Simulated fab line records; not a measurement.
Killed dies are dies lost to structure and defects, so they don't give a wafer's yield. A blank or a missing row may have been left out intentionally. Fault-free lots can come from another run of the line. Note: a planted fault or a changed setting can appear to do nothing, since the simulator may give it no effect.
Matching of chambers    flow nand-harc    NHARC_P_M1_ETCH_35 on rie-diel-12 has 4 sister chambers
The step etches the open film in N2/H2, target depth 40 nm, overetch 12 nm, time 43.94 s. 4 wafers are shown with their chamber, then 7 later ones without.

WAFERS, EACH WITH ITS CHAMBER
wafer   chamber  showerhead-plenum-p-Torr (Torr)
L736.1  3        2.15
L747.5  1        2.15
L750.4  0        2.00
L750.5  2        2.16

WAFERS WITHOUT THEIR CHAMBER
wafer   showerhead-plenum-p-Torr (Torr)
L750.6  2.15
L749.2  2.14
L749.3  2.15
L749.4  2.16
L753.1  2.00
L753.2  2.16
L753.3  2.14

THE CHAMBER EACH PASSED THROUGH
wafer   from the rows above           in truth
L750.6  can't be placed: 1 or 3 or 2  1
L749.2  can't be placed: 1 or 3 or 2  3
L749.3  can't be placed: 1 or 3 or 2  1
L749.4  can't be placed: 2 or 1 or 3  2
L753.1  0                             0
L753.2  can't be placed: 2 or 1 or 3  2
L753.3  can't be placed: 1 or 3 or 2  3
1 of 7 placed correctly. Not placeable from these rows: 6 (in 6, the candidates include the true chamber). Wrongly placed: 0.
How it was worked out, from the rows above alone: a wafer's distance from a chamber is the root of the sum, over the readings, of the square of ((its reading less the chamber's mean) divided by the reading's scatter). The wafer belongs to the nearest chamber; if the next one is less than 2 further off, it can't be placed. Each chamber's mean is taken over the wafers shown for it. The scatter: root of mean squared gap, hidden wafer to nearest shown wafer, with one shown wafer a chamber.
